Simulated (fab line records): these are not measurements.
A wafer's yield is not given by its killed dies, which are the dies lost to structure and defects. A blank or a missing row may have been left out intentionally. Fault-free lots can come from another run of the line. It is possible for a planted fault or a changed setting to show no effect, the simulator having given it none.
A sampling plan put to the test | flow n5Finfet | one fab line, 37 faults that these records tell of, each judged on the records of the lots that it struck; 1 more is left out, because the records don't allow judging it
The line's own looks make up the plan; these are the steps of the route where a gauge or inspection reads the wafer and leaves it unchanged. A look is open to judgement when struck wafers have a number at it and the file gives its usual mean and standard deviation on fault-free wafers. Caught: a look later than the fault's first step finds the struck wafers' mean 4 or more of those standard deviations (sigma) from the usual mean. On the tool: the identical test, applied to the tool's own readings at the steps of the fault. It also counts as caught if the struck wafers ran another recipe or if their record alone is blank.

## THE FAULTS, as the simulator had put them in
1. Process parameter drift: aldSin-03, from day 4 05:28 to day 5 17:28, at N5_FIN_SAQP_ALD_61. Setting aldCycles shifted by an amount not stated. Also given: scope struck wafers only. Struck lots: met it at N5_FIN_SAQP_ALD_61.
2. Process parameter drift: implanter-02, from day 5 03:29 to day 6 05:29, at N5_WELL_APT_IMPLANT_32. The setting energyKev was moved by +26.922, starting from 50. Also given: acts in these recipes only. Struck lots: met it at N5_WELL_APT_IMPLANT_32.
3. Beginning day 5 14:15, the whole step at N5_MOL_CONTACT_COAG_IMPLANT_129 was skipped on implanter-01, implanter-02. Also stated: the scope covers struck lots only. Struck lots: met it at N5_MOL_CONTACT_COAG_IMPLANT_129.
4. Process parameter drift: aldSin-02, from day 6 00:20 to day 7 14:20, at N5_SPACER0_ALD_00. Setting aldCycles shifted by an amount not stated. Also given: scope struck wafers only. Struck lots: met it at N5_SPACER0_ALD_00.
5. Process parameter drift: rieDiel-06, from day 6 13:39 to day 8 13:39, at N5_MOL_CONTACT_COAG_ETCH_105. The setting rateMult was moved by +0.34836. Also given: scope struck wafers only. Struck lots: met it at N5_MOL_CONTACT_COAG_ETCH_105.
6. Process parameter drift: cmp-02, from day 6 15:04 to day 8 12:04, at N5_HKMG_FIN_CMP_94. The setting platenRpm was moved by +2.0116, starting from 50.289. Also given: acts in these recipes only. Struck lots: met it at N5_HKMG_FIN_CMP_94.
7. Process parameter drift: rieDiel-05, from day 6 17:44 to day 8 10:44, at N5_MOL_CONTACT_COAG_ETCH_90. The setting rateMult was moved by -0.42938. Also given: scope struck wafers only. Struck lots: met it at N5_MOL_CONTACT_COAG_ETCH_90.
8. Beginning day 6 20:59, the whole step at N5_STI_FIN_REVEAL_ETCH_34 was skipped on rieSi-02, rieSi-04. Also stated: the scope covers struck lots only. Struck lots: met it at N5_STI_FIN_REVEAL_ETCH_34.
9. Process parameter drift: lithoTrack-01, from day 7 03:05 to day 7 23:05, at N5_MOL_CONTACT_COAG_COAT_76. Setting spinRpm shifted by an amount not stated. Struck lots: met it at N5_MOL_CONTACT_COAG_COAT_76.
10. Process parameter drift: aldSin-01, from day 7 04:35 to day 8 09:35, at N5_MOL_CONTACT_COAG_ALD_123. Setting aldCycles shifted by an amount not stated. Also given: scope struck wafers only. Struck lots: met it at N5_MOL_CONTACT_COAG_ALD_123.
11. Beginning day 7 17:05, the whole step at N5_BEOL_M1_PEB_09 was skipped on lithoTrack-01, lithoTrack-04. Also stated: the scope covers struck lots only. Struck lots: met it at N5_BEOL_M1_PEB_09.
12. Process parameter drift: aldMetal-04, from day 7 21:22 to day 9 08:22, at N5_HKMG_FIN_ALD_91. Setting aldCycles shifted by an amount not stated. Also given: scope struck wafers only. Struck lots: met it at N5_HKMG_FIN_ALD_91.
13. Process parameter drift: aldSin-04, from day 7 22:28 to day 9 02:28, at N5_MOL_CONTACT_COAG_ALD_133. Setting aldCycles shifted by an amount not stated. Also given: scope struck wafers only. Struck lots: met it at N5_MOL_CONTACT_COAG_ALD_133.
14. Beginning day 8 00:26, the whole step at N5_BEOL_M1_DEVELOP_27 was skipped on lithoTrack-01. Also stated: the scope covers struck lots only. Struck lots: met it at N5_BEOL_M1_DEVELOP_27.
15. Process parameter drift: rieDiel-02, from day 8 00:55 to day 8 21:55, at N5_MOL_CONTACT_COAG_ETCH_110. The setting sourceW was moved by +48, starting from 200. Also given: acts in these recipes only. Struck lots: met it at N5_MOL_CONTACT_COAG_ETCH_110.
16. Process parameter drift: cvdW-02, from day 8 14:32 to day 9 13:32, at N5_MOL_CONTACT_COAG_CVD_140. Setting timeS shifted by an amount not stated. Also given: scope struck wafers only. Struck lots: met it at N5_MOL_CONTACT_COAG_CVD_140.
17. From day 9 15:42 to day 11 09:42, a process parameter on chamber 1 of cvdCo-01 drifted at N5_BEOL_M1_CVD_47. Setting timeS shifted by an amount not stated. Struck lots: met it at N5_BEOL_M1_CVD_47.
18. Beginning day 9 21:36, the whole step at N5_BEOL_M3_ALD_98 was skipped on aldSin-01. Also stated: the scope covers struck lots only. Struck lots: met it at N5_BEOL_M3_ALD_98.
19. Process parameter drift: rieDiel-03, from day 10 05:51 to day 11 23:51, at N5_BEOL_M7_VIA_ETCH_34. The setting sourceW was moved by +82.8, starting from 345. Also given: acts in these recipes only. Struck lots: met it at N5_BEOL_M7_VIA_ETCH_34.
20. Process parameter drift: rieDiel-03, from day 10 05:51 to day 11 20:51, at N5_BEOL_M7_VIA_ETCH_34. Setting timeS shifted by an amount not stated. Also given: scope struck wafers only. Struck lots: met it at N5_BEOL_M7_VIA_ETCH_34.
21. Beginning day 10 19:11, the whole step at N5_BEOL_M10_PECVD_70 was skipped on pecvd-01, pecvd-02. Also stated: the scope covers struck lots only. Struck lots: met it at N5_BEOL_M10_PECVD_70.
22. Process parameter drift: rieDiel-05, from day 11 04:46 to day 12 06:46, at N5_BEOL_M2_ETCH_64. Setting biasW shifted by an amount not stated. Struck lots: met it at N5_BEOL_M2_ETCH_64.
23. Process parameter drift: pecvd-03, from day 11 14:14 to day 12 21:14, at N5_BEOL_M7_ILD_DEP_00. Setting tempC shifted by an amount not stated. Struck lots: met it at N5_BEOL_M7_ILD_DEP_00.
24. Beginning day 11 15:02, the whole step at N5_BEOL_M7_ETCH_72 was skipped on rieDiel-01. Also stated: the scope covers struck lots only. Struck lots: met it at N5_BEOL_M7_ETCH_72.
25. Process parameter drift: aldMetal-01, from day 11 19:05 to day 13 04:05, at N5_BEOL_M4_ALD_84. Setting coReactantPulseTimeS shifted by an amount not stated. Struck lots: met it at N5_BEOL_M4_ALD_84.
26. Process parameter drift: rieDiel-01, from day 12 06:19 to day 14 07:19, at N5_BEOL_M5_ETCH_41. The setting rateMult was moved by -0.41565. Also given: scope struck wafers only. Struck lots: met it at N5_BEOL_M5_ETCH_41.
27. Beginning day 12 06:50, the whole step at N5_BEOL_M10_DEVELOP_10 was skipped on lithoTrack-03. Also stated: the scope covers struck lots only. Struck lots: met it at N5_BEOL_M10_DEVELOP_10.
28. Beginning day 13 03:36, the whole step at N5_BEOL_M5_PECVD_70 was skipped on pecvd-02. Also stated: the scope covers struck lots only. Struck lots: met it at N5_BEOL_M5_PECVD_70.
29. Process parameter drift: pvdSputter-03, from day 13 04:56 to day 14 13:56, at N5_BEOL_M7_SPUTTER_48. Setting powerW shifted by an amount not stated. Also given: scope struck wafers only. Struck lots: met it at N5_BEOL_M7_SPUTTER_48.
30. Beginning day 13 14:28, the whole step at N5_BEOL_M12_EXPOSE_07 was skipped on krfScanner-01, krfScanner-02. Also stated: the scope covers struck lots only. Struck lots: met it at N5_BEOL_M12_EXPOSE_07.
31. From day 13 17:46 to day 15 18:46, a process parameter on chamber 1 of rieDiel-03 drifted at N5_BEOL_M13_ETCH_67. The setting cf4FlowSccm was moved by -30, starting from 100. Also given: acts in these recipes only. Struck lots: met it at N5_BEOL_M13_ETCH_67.
32. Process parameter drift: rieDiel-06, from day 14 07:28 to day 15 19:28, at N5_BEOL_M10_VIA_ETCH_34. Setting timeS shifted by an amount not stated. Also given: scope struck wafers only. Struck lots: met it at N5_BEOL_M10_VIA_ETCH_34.
33. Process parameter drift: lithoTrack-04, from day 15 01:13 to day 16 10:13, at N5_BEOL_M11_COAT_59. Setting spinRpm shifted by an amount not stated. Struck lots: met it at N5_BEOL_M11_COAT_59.
34. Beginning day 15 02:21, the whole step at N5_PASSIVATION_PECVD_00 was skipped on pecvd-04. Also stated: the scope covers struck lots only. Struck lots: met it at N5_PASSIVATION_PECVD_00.
35. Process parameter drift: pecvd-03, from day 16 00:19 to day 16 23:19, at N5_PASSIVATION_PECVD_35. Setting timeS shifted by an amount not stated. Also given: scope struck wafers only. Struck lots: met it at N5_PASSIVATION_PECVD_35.
36. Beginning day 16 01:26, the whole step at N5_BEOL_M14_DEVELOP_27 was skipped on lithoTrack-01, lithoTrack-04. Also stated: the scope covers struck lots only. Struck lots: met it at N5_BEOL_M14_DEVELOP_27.
37. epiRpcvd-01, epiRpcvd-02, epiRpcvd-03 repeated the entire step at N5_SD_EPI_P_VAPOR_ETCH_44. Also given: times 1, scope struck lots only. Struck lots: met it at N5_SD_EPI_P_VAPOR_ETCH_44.

## WHAT THE PLAN SAW
fault | on the tool itself                               | first look that catches it                      | reading, sigma | median hours from its first step to that look | hours from the fault's start to the first struck lot there | judged looks passed uncaught
1     | under 2 sigma                                    | not the one look that can be judged after it    | -              | -                                             | -                                                          | 1
2     | beamEnergyKeV +99 or beyond sigma                | no look after it can be judged                  | -              | -                                             | -                                                          | 0
3     | the tool's record is blank for the struck wafers | no look after it can be judged                  | -              | -                                             | -                                                          | 0
4     | under 2 sigma                                    | not the one look that can be judged after it    | -              | -                                             | -                                                          | 1
5     | etchRfOnTimeS -8.8 sigma                         | no look after it can be judged                  | -              | -                                             | -                                                          | 0
6     | platenRpm +57 sigma                              | no look after it can be judged                  | -              | -                                             | -                                                          | 0
7     | etchRfOnTimeS +25 sigma                          | no look after it can be judged                  | -              | -                                             | -                                                          | 0
8     | the tool's record is blank for the struck wafers | N5_STI_FIN_REVEAL_CD_MEAS_22                    | cdNm +6.2      | 0.6                                           | 4                                                          | 0
9     | spinSpeedRpm +88 sigma                           | no look after it can be judged                  | -              | -                                             | -                                                          | 0
10    | under 2 sigma                                    | not the one look that can be judged after it    | -              | -                                             | -                                                          | 1
11    | the tool's record is blank for the struck wafers | no look after it can be judged                  | -              | -                                             | -                                                          | 0
12    | under 2 sigma                                    | no look after it can be judged                  | -              | -                                             | -                                                          | 0
13    | under 2 sigma                                    | no look after it can be judged                  | -              | -                                             | -                                                          | 0
14    | the tool's record is blank for the struck wafers | no look after it can be judged                  | -              | -                                             | -                                                          | 0
15    | rfFwdPowerW +57 sigma                            | no look after it can be judged                  | -              | -                                             | -                                                          | 0
16    | runLengthS +99 or beyond sigma                   | not the one look that can be judged after it    | -              | -                                             | -                                                          | 1
17    | runLengthS +99 or beyond sigma                   | not the one look that can be judged after it    | -              | -                                             | -                                                          | 1
18    | the tool's record is blank for the struck wafers | not the one look that can be judged after it    | -              | -                                             | -                                                          | 1
19    | rfFwdPowerW +54 sigma                            | no look after it can be judged                  | -              | -                                             | -                                                          | 0
20    | runLengthS -5.6 sigma                            | no look after it can be judged                  | -              | -                                             | -                                                          | 0
21    | the tool's record is blank for the struck wafers | no look after it can be judged                  | -              | -                                             | -                                                          | 0
22    | biasW -85 sigma                                  | none of the 2 looks that can be judged after it | -              | -                                             | -                                                          | 2
23    | susceptorTempC -7.1 sigma                        | no look after it can be judged                  | -              | -                                             | -                                                          | 0
24    | the tool's record is blank for the struck wafers | no look after it can be judged                  | -              | -                                             | -                                                          | 0
25    | under 2 sigma                                    | not the one look that can be judged after it    | -              | -                                             | -                                                          | 1
26    | only faintly: oesProductAu -3.4 sigma            | no look after it can be judged                  | -              | -                                             | -                                                          | 0
27    | the tool's record is blank for the struck wafers | no look after it can be judged                  | -              | -                                             | -                                                          | 0
28    | the tool's record is blank for the struck wafers | no look after it can be judged                  | -              | -                                             | -                                                          | 0
29    | cathodeDcPowerW -99 or beyond sigma              | not the one look that can be judged after it    | -              | -                                             | -                                                          | 1
30    | no reading that can be judged                    | no look after it can be judged                  | -              | -                                             | -                                                          | 0
31    | cf4FlowSccm -99 or beyond sigma                  | no look after it can be judged                  | -              | -                                             | -                                                          | 0
32    | runLengthS -12 sigma                             | no look after it can be judged                  | -              | -                                             | -                                                          | 0
33    | spinSpeedRpm -99 or beyond sigma                 | not the one look that can be judged after it    | -              | -                                             | -                                                          | 1
34    | the tool's record is blank for the struck wafers | no look after it can be judged                  | -              | -                                             | -                                                          | 0
35    | runLengthS -91 sigma                             | no look after it can be judged                  | -              | -                                             | -                                                          | 0
36    | the tool's record is blank for the struck wafers | no look after it can be judged                  | -              | -                                             | -                                                          | 0
37    | no reading that can be judged                    | no look after it can be judged                  | -              | -                                             | -                                                          | 0
Dash: fault not caught, or number not given in these records.

Caught at a look: 1 of 37. Caught on the tool: 28 of 37. By one or the other: 28 of 37.
Faults 2, 3, 5, 6, 7, 9, 11, 14, 15, 16, 17, 18, 19, 20, 21, 22, 23, 24, 27, 28, 29, 31, 32, 33, 34, 35, 36 were caught on the tool alone.
Caught by neither: faults 1, 4, 10, 12, 13, 25, 26, 30, 37.

## THINNER SAMPLING
In the worst case, this is how late the first struck lot would be measured if the look that catches a fault measured only every second or every third lot, by lot number:
fault | struck lots at that look, in order of time | every lot | every second lot | every third lot
8     | L797, L798, L799                           | 4 h       | 11 h             | 16 h
Hours count from the start of the fault until the first struck lot that is measured. The limit of 4 sigma was tested on all struck wafers together, so one lot alone may lie under it. Other struck lots may not be in these records.

## THE LONGEST TIMED WAY FROM STEP TO LOOK
For fault 8, N5_STI_FIN_REVEAL_ETCH_34 and N5_STI_FIN_REVEAL_CD_MEAS_22 are separated by a median of 0.6 hours. No look between them can be judged.
